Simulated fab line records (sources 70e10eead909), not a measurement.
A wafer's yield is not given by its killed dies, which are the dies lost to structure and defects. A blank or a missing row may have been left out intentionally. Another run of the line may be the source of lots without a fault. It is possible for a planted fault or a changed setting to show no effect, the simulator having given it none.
Which of the tools did it?	flow nand-harc	10 lots, 30 wafers sampled, at 5 steps of a route of 1159

== WHAT THE GAUGES READ, wafer by wafer ==
NHARC_END_SORT_01.
lot	measured	on	killed-at-array
L479	day 19 13:11	prober-01	30 38 98
L483	day 20 08:32	prober-01	28 85 29

== TOOL THAT RAN EACH LOT (tool first, then ch and the chambers of the sampled wafers, then the start) ==
lot	NHARC_A_CHANNEL_HOLE_D1_ETCH_34	NHARC_A_CHANNEL_HOLE_D1_ETCH_24	NHARC_A_CHANNEL_HOLE_D1_ETCH_25	NHARC_A_CHANNEL_FILL_D1_ALD_16
L478	rie-diel-10 ch 1,2,3, day 8 05:46	har-etch-02 ch 0,1, day 8 08:40	har-etch-02 ch 0,1, day 8 09:26	ald-hk-01 ch 0,3, day 9 02:25
L479	rie-diel-10 ch 0,1,2, day 9 01:58	har-etch-01 ch 0,1, day 9 04:50	har-etch-01 ch 0,1, day 9 05:36	ald-hk-01 ch 0,3, day 9 19:44
L483	rie-diel-10 ch 0,2,3, day 9 11:40	har-etch-01 ch 0,1, day 9 14:33	har-etch-01 ch 0,1, day 9 15:19	ald-hk-04 ch 0,1,2, day 10 06:36
L484	rie-diel-03 ch 0,2,3, day 9 11:49	har-etch-02 ch 0,1, day 9 14:41	har-etch-02 ch 0,1, day 9 15:27	ald-hk-01 ch 0,1,2, day 10 06:36
L492	rie-diel-11 ch 0,1, day 11 19:44	har-etch-01 ch 0,1, day 11 23:29	har-etch-01 ch 0,1, day 12 00:17	ald-hk-04 ch 0,1,2, day 12 15:01
L496	rie-diel-10 ch 0,2,3, day 12 11:26	har-etch-02 ch 0,1, day 12 14:26	har-etch-02 ch 0,1, day 12 15:13	ald-hk-04 ch 0,1,3, day 13 07:23
L498	rie-diel-10 ch 1,2, day 13 03:25	har-etch-02 ch 0,1, day 13 06:33	har-etch-02 ch 0,1, day 13 07:21	ald-hk-01 ch 0,1,2, day 13 23:21
L497	rie-diel-03 ch 0,2,3, day 13 03:41	har-etch-01 ch 0,1, day 13 07:53	har-etch-01 ch 0,1, day 13 08:40	ald-hk-04 ch 0,1,3, day 13 23:16
L499	rie-diel-11 ch 1,2, day 13 11:24	har-etch-01 ch 0,1, day 13 14:16	har-etch-01 ch 0,1, day 13 15:03	ald-hk-04 ch 2,3, day 14 06:29
L500	rie-diel-03 ch 1,2, day 14 03:04	har-etch-02 ch 0,1, day 14 09:58	har-etch-02 ch 0,1, day 14 10:47	ald-hk-04 ch 1,2, day 15 04:56
- NHARC_A_CHANNEL_HOLE_D1_ETCH_34: etches the open film in CF4/CHF3, target depth 154 nm, time 77 s.
- NHARC_A_CHANNEL_HOLE_D1_ETCH_24: etches the open film in C4F8/O2/Ar, time 906.2 s, target depth 1500 nm.
- NHARC_A_CHANNEL_HOLE_D1_ETCH_25: etches the open film in C4F8/O2/Ar, time 1040.2 s, target depth 1500 nm.
- NHARC_A_CHANNEL_FILL_D1_ALD_16: deposits SiO2, target thk 1.5 nm, pulse time 10 s, ald cycles 15.

== THE ANSWER, worked out from the rows above alone ==
Rule: the lots themselves supply what counts as usual. Put in order of their means at a reading, lots are off if they are a third of the lots or fewer, leave a main group of 4 or more, and stand apart from it by a gap of 3 or more times the standard deviation of the main group's means; of several such gaps the widest counts. The tables above print the reading to a certain number of digits; a main group whose means all agree to those digits is not used. A lot without any number at a reading at which 4 lots or more have one is off too. Any other lot the step has rows for is counted as sound.
None of the lots is off at any reading shown; this tells nothing.

== WHAT WAS PUT IN BY THE SIMULATOR ==
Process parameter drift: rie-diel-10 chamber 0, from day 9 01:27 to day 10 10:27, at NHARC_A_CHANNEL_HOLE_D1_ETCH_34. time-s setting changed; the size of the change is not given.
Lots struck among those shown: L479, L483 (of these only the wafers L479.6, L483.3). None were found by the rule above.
